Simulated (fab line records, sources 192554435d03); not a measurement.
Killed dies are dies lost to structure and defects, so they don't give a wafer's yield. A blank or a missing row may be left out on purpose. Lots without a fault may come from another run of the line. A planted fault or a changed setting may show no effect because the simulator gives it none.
fab line records | flow n5_finfet
record lots=7 wafers=39
route steps=1938 shown FIN_CUT@169 SD_EPI_N@288 SD_ACTIVATION@330 HKMG_FIN@413 MOL_CONTACT_COAG@551
start_h: hours from the record's first day to the start of the lot's first wafer shown | wait_h: hours since the lot's step before | " the same as in the row above | L1.1+2: a row that stands for several wafers | - no value, or no start given | * or withheld: withheld | < > ~ a bound
route shown NAME@n: a module of which the file shows steps, and the number in the route of the first | usual: mean/standard deviation of fault-free wafers | same: alike in all rows | chamber/n: place in a boat | sites: the reading at each site | _std_site: their standard deviation | _edge_site: outer sites' mean less inner sites' | radius_mm: how far each site lies from the wafer's centre | mask NAME#n: copy n | behind: the tool/chamber that last shaped the wafer | hold: why the lot was held/for how many hours/how that ended | device: the transistor (n, p or np) that didn't switch | end of line: the same wafers' tests at the end of the route | a step without rows: its recipe alone | killed: dies lost to structure and defects at the first sort, not the wafer's yield | map: a wafer's dies, x killed, . not, _ none there
set.NAME: the setting as run; set.NAME@STEP: as run at that earlier step | model.NAME: the simulator's own value behind a step, which no gauge read
lots whose settings were changed on purpose; a table a step, a row a wafer
## steps
# step N5_FIN_CUT_ETCH_21
# recipe chemistry=N2/H2 target=SOC target_depth_a=2190 overetch_a=438 mask_material=SiARC temp_c=40 ion_energy_ev=100 bias_w=61 time_s=523.5 pressure_mtorr=30 source_w=850 n2_flow_sccm=200 h2_flow_sccm=200
# usual rf_vpp_V=241.0/1.2
# columns lot.wafer tool chamber start_h wait_h set.bias_w rf_vpp_V model.SiARC_of_FIN_CUT_COAT_19.thk_nm
L074.1 rie_diel-04 0 27.22 0.0 61 239.5 11.8
L074.2 " 3 " " 61 239.2 11.8
L074.3 " 2 " " 54.53 223.2 12.4
L074.4 " 1 " " 61 241.4 11.8
L074.5 " 3 " " 54.53 224.2 12.4
L074.6 " 2 " " 54.53 222.0 12.2
L085.1 rie_diel-04 0 96.25 0.0 61 239.9 12
L085.3 " 3 " " 61 238.8 12
L085.5 " 3 " " 61 239.1 12
L086.1 rie_diel-04 1 101.41 0.0 61 239.5 12
L086.2 " 0 " " 72.38 269.5 11
L086.3 " 3 " " 61 240.9 12
L086.4 " 0 " " 72.38 269.7 11.2
L086.5 " 3 " " 61 238.7 12
L086.6 " 1 " " 72.38 270.8 11.2
L090.1 rie_diel-02 1 123.33 0.0 61 241.5 11.8
L090.2 " 2 " " 65.19 251.4 12
L090.3 " 3 " " 65.19 250.9 11.4
L090.4 " 0 " " 65.19 250.8 11.6
L090.5 " 3 " " 61 239.7 11.8
L090.6 " 0 " " 61 241.5 12
L091.1 rie_diel-02 2 129.28 0.0 51.4 214.4 13
L091.2 " 3 " " 61 239.6 11.8
L091.3 " 0 " " 51.4 215.8 12.8
L091.4 " 1 " " 51.4 216.9 12.6
L091.5 " 0 " " 61 242.1 11.8
L091.6 " 1 " " 61 241.3 11.8
L093.1 rie_diel-02 2 141.35 0.0 61 240.7 12.2
L093.2 " 0 " " 61 240.9 11.8
L093.3 " 3 " " 61 241.0 11.8
L093.4 " 1 " " 61 242.4 11.8
L093.5 " 1 " " 61 242.8 11.8
L093.6 " 0 " " 61 243.5 11.8
L095.1 rie_diel-02 1 154.37 0.0 61 241.1 11.8
L095.2 " 3 " " 61 241.0 11.8
L095.3 " 2 " " 61 241.1 12
L095.4 " 0 " " 61 240.9 11.8
L095.5 " 0 " " 61 243.3 11.8
L095.6 " 1 " " 61 241.5 11.8
# step N5_SD_EPI_N_EPI_21
# recipe material=Si:P dopant=P temp_c=680 pressure_torr=255 time_s=690
# columns lot.wafer tool chamber start_h wait_h set.pressure_torr model.Si-P_of_SD_EPI_N_EPI_21.thk_nm
L074.1 epi_rpcvd-01 0 50.25 0.2 205.6 53
L074.2 " 0 " " 205.6 53.8
L074.3+5+6 " 0 " " 205.6 54
L074.4 " 0 " " 205.6 53.2
L085.1 epi_rpcvd-04 0 119.00 0.1 255 58.2
L085.3 " 0 " " 255 58.8
L085.5 " 0 " " 255 58.4
L086.1 epi_rpcvd-04 0 124.69 0.1 272.7 61.8
L086.2+5 " 0 " " 272.7 61.6
L086.3 " 0 " " 272.7 61
L086.4 " 0 " " 272.7 61.4
L086.6 " 0 " " 272.7 60.8
L090.1 epi_rpcvd-01 0 146.70 0.2 272.8 61.8
L090.2+5 " 0 " " 272.8 61
L090.3 " 0 " " 272.8 61.2
L090.4+6 " 0 " " 272.8 60.8
L091.1 epi_rpcvd-03 0 151.54 0.1 222.8 55.4
L091.2+6 " 0 " " 222.8 56.4
L091.3 " 0 " " 222.8 55.6
L091.4 " 0 " " 222.8 56
L091.5 " 0 " " 222.8 56.6
L093.1+3 epi_rpcvd-03 0 164.20 0.1 229.3 55.4
L093.2 " 0 " " 229.3 55.8
L093.4+6 " 0 " " 229.3 55.6
L093.5 " 0 " " 229.3 55.2
L095.1 epi_rpcvd-03 0 176.99 0.1 222.7 55
L095.2 " 0 " " 222.7 56
L095.3+4+6 " 0 " " 222.7 55.6
L095.5 " 0 " " 222.7 55.8
# step N5_SD_EPI_N_PRECLEAN_24
# recipe chemistry=O3/DIW time_s=60 temp_c=22 o3_ppm=10
# step N5_SD_ACTIVATION_RTA_00
# recipe temp_c=975 time_s=0 ambient=N2 idle_temp_c=600 ramp_up_c_per_s=150 ramp_down_c_per_s=60 cool_to_c=600
# step N5_SD_ACTIVATION_LSA_01
# recipe temp_c=1080 time_s=0.0008 ambient=N2
# step N5_SD_ACTIVATION_RS_MEAS_03
# recipe thk_meas_gauge=four-point-probe
# usual RS_SD_N=21.94/0.27 RS_SD_P=56.2/0.91
# columns lot.wafer tool chamber start_h wait_h set.pressure_torr@SD_EPI_N_EPI_21 RS_SD_N[ohm/sq] RS_SD_P[ohm/sq]
L074.1 film_metro-02 - 59.80 0.2 205.6 24.72 56.5
L074.2 " - " " 205.6 24.10 57.4
L074.3 " - " " 205.6 24.22 55.8
L074.4 " - " " 205.6 24.71 56.4
L074.5 " - " " 205.6 24.34 56.3
L074.6 " - " " 205.6 24.22 56.5
L085.1 film_metro-02 - 126.20 0.2 255 22.11 57.3
L085.3 " - " " 255 22.04 57.0
L085.5 " - " " 255 22.31 56.6
L086.1 film_metro-02 - 131.59 0.2 272.7 21.05 57.4
L086.2 " - " " 272.7 21.12 56.4
L086.3 " - " " 272.7 21.03 56.6
L086.4 " - " " 272.7 21.16 56.6
L086.5 " - " " 272.7 21.05 57.3
L086.6 " - " " 272.7 21.58 57.3
L090.1 film_metro-02 - 155.42 0.2 272.8 20.78 58.1
L090.2 " - " " 272.8 20.96 56.2
L090.3 " - " " 272.8 21.07 56.6
L090.4 " - " " 272.8 21.35 57.2
L090.5 " - " " 272.8 20.97 56.5
L090.6 " - " " 272.8 21.22 56.4
L091.1 film_metro-02 - 160.17 0.2 222.8 23.69 54.4
L091.2 " - " " 222.8 23.30 55.2
L091.3 " - " " 222.8 23.34 54.6
L091.4 " - " " 222.8 23.39 54.8
L091.5 " - " " 222.8 23.24 54.3
L091.6 " - " " 222.8 23.38 53.8
L093.1 film_metro-01 - 171.24 0.2 229.3 23.68 57.9
L093.2 " - " " 229.3 23.41 58.0
L093.3 " - " " 229.3 23.61 58.2
L093.4 " - " " 229.3 23.41 57.2
L093.5 " - " " 229.3 23.65 57.9
L093.6 " - " " 229.3 23.66 58.8
L095.1 film_metro-01 - 185.20 0.2 222.7 23.71 57.7
L095.2 " - " " 222.7 23.34 57.6
L095.3 " - " " 222.7 23.46 56.7
L095.4 " - " " 222.7 23.36 56.1
L095.5 " - " " 222.7 23.35 56.9
L095.6 " - " " 222.7 23.30 57.0
# step N5_HKMG_FIN_CVD_62
# recipe material=a-Si target_thk_a=30 temp_c=500 precursor=Si2H6 pressure_torr=1 time_s=20.8
# columns lot.wafer tool chamber start_h wait_h set.target_thk_a model.a-Si_of_HKMG_FIN_CVD_62.thk_nm
L074.1 thermal_cvd_si-02 0 74.89 0.2 28.02 3
L074.2+3+6 " 2,1,0 " " 30 3
L074.4+5 " 2,1 " " 28.02 2.8
L085.1+3+5 thermal_cvd_si-02 0,2,0 142.53 0.2 30 3
L086.1+5 thermal_cvd_si-01 0 146.19 0.2 30 3
L086.2+4 " 2,0 " " 26.52 2.6
L086.3 " 2 " " 26.52 2.4
L086.6 " 2 " " 30 2.8
L090.1+6 thermal_cvd_si-01 0 170.02 0.2 30 3
L090.2+5 " 1 " " 33.96 3.4
L090.3 " 2 " " 30 2.8
L090.4 " 2 " " 33.96 3.2
L091.1+3 thermal_cvd_si-02 2,0 174.86 0.2 30 3.2
L091.2 " 1 " " 31.36 3.4
L091.4+6 " 0,1 " " 31.36 3.2
L091.5 " 2 " " 30 3
L093.1+4 thermal_cvd_si-02 1,0 186.07 0.2 32.78 3.4
L093.2+5 " 2,1 " " 30 3
L093.3 " 0 " " 30 3.2
L093.6 " 2 " " 32.78 3.2
L095.1+5 thermal_cvd_si-02 1,2 199.55 0.2 25.73 2.4
L095.2+3+6 " 0,2,1 " " 30 3
L095.4 " 0 " " 25.73 2.6
# step N5_MOL_CONTACT_COAG_SPUTTER_130
# recipe material=Co target_thk_a=475 temp_c=25 chamber_pressure_pa=0.5 power_w=3000
# columns lot.wafer tool chamber start_h wait_h set.target_thk_a model.Co_of_MOL_CONTACT_COAG_SPUTTER_130.thk_nm
L074.1+6 pvd_sputter-01 - 96.93 0.0 530.9 53
L074.2 " - " " 530.9 53.4
L074.3 " - " " 475 47.8
L074.4 " - " " 475 48
L074.5 " - " " 475 47.6
L085.1+5 pvd_sputter-03 - 163.10 0.0 475 47.4
L085.3 " - " " 475 47.6
L086.1+3 pvd_sputter-02 - 166.49 0.0 423.1 43.4
L086.2+6 " - " " 475 48.4
L086.4 " - " " 423.1 43.2
L086.5 " - " " 475 48.2
L090.1+2+3 pvd_sputter-03 - 188.50 0.0 475 48.4
L090.4+5+6 " - " " 475 48.2
L091.1+6 pvd_sputter-01 - 195.34 0.0 429.3 42
L091.2+3 " - " " 475 47.4
L091.4 " - " " 475 47.2
L091.5 " - " " 429.3 42.6
L093.1+4 pvd_sputter-02 - 206.30 0.0 454 46.2
L093.2+5 " - " " 475 48.4
L093.3 " - " " 454 46.4
L093.6 " - " " 475 48.2
L095.1 pvd_sputter-01 - 220.59 0.0 475 46.6
L095.2 " - " " 411.6 40.6
L095.3+4 " - " " 411.6 41
L095.5 " - " " 475 47.2
L095.6 " - " " 475 47.4
# step N5_MOL_CONTACT_COAG_ETCH_91
# recipe chemistry=N2/H2 target=SOC target_depth_a=600 overetch_a=210 mask_material=SiARC temp_c=40 time_s=101.2 ion_energy_ev=200 pressure_mtorr=30 source_w=840 bias_w=150 n2_flow_sccm=200 h2_flow_sccm=200
# columns lot.wafer tool chamber start_h wait_h set.time_s model.SiARC_of_MOL_CONTACT_COAG_COAT_76.thk_nm
L074.1 rie_diel-06 2 101.87 0.0 101.2 6
L074.2+5 " 0,1 " " 101.2 5.8
L074.3+4 " 1,0 " " 119 5
L074.6 " 2 " " 119 5.4
L085.1 rie_diel-05 3 167.76 0.0 101.2 5.6
L085.3+5 " 1,0 " " 101.2 5.8
L086.1+4+6 rie_diel-06 0,0,3 171.30 0.0 92.1 6.2
L086.2+3+5 " 1,3,1 " " 101.2 5.8
L090.1+3+6 rie_diel-05 0,1,1 193.74 0.0 101.2 5.8
L090.2+4+5 " 2,3,2 " " 101.2 5.6
L091.1+3+5+6 rie_diel-05 1,0,1,0 199.68 0.0 101.2 5.8
L091.2+4 " 2,3 " " 101.2 5.6
L093.1+5 rie_diel-03 0,1 210.94 0.0 101.2 5.6
L093.2+4+6 " 1,2,0 " " 124.6 4.6
L093.3 " 3 " " 101.2 5.8
L095.1+5 rie_diel-03 2,1 225.71 0.0 101.2 5.6
L095.2+6 " 1,2 " " 117 5
L095.3 " 3 " " 101.2 5.8
L095.4 " 3 " " 117 5.2
## key
split step=N5_FIN_CUT_ETCH_21 setting=bias_w stated=61 by=wafer
response step=N5_FIN_CUT_ETCH_21 reading=rf_vpp_V change=+1.6 per=1% r=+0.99
response step=N5_FIN_CUT_ETCH_21 reading=model.SiARC_of_FIN_CUT_COAT_19.thk_nm change=-0.0515 per=1% r=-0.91
split step=N5_SD_EPI_N_EPI_21 setting=pressure_torr stated=255 by=lot
response step=N5_SD_EPI_N_EPI_21 reading=model.Si-P_of_SD_EPI_N_EPI_21.thk_nm change=+0.284 per=1% r=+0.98
response step=N5_SD_ACTIVATION_RS_MEAS_03 reading=RS_SD_N change=-0.123 per=1% r=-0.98
split step=N5_HKMG_FIN_CVD_62 setting=target_thk_a stated=30 by=wafer
response step=N5_HKMG_FIN_CVD_62 reading=model.a-Si_of_HKMG_FIN_CVD_62.thk_nm change=+0.0325 per=1% r=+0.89
split step=N5_MOL_CONTACT_COAG_SPUTTER_130 setting=target_thk_a stated=475 by=wafer
response step=N5_MOL_CONTACT_COAG_SPUTTER_130 reading=model.Co_of_MOL_CONTACT_COAG_SPUTTER_130.thk_nm change=+0.472 per=1% r=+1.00
split step=N5_MOL_CONTACT_COAG_ETCH_91 setting=time_s stated=101.2 by=wafer
response step=N5_MOL_CONTACT_COAG_ETCH_91 reading=model.SiARC_of_MOL_CONTACT_COAG_COAT_76.thk_nm change=-0.0432 per=1% r=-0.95
